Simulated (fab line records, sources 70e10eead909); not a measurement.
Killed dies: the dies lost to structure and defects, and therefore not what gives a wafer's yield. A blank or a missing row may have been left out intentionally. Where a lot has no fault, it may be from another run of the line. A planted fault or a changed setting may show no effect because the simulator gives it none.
Problem report, 8D (eight disciplines) form, completed by code / flow nandHarc / the parts of the form that need people (team, actions taken, sign-off) are left out

1. THE PROBLEM
Mean of runLengthS at NHARC_A_CONTACT_ETCH_51: 667.3 s across 3 wafers in 2 lots; on wafers with no fault it is 957.3 s (standard deviation 0.42). So: -99 or more standard deviations from the usual mean.
The step: etches the open film in O2/COS, target depth 3600 nm, time 936 s.
First observed at day 21 14:19: wafer L316.1, on rieDiel-05. At this step, 42 wafers from 14 lots have a number in the record. By rule, "out" or "out of limits" means more than 4 standard deviations away from the usual mean. The rest of the wafers with a number are treated as sound.

2. WHAT IT IS; WHAT IT IS NOT
question=which readings at this step | is=runLengthS | is not=drypumpMotorCurrentA, oesProductAu, rfVppV, showerheadPlenumPTorr, throttleValvePct
question=which lots | is=L316, L317 | is not=L296, L297, L298, L300, L301, L302, L303, L304, L305, L306, L318, L319
question=which wafers of those lots | is=L316.1, L316.6, L317.2 | is not=L316.2, L317.1, L317.3
question=read on which tools | is=rieDiel-05 | is not=rieDiel-01, rieDiel-13
question=when | is=from day 21 14:19 | is not=up to then (31 sound wafers); but 8 sound wafers of L317, L318, L319 came after

3. THE SUSPECTS, EACH WITH WHAT RULES IT OUT
Counting: a tool at a process step up to the reading stays a suspect if it ran every lot that is out. Sound lots after the first of them don't rule it out here, since some wafers of a struck lot are sound.
- pecvd-04 at NHARC_A_CONTACT_DEP_29 (deposits SiON, target thk 70 nm): kept. Every lot that is out went through it, the first being L316 (day 21 12:48); the last sound lot it ran before that was L306 (day 19 23:52).
- rieDiel-05 at NHARC_A_CONTACT_ETCH_51 (etches the open film in O2/COS, target depth 3600 nm, time 936 s): kept. Every lot that is out went through it, the first being L316 (day 21 14:19); the last sound lot it ran before that was L306 (day 20 01:25). Its own readings are out on those wafers: runLengthS.
- In rieDiel-05 at NHARC_A_CONTACT_ETCH_51, the wafers that are out were processed in chamber 0 and their sound lot-mates in chambers 1, 2, 3.
Left after counting: pecvd-04 at NHARC_A_CONTACT_DEP_29, rieDiel-05 at NHARC_A_CONTACT_ETCH_51.

4. THE CAUSE (what the simulator had put in)
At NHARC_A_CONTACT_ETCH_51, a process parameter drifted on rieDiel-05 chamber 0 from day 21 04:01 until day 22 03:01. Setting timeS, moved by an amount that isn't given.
Of the 2 suspects that counting leaves, this tool is one.

5. SEQUENCE OF EFFECTS, ordered by route
Each row: a reading where the mean over the struck wafers with a number is more than 3 standard deviations away from the usual. Scope: only readings with a usual standard deviation given in the record; hours: median across lots of the time from each lot's start at the first step in this table that gives one to its start at this step; sigmas: change in usual standard deviations.
hours=0; step=NHARC_A_CONTACT_ETCH_51; reading=runLengthS; usual=957.3 s; on struck wafers=667.3; change=-290.0; sigmas=-99 or more
Process steps it contains:
- NHARC_A_CONTACT_ETCH_51: etches the open film in O2/COS, target depth 3600 nm, time 936 s.

6. WHAT WOULD HAVE CAUGHT IT SOONER
10 hours passed between the start of the fault at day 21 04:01 and the first reading out of limits in this record, taken at day 21 14:19.
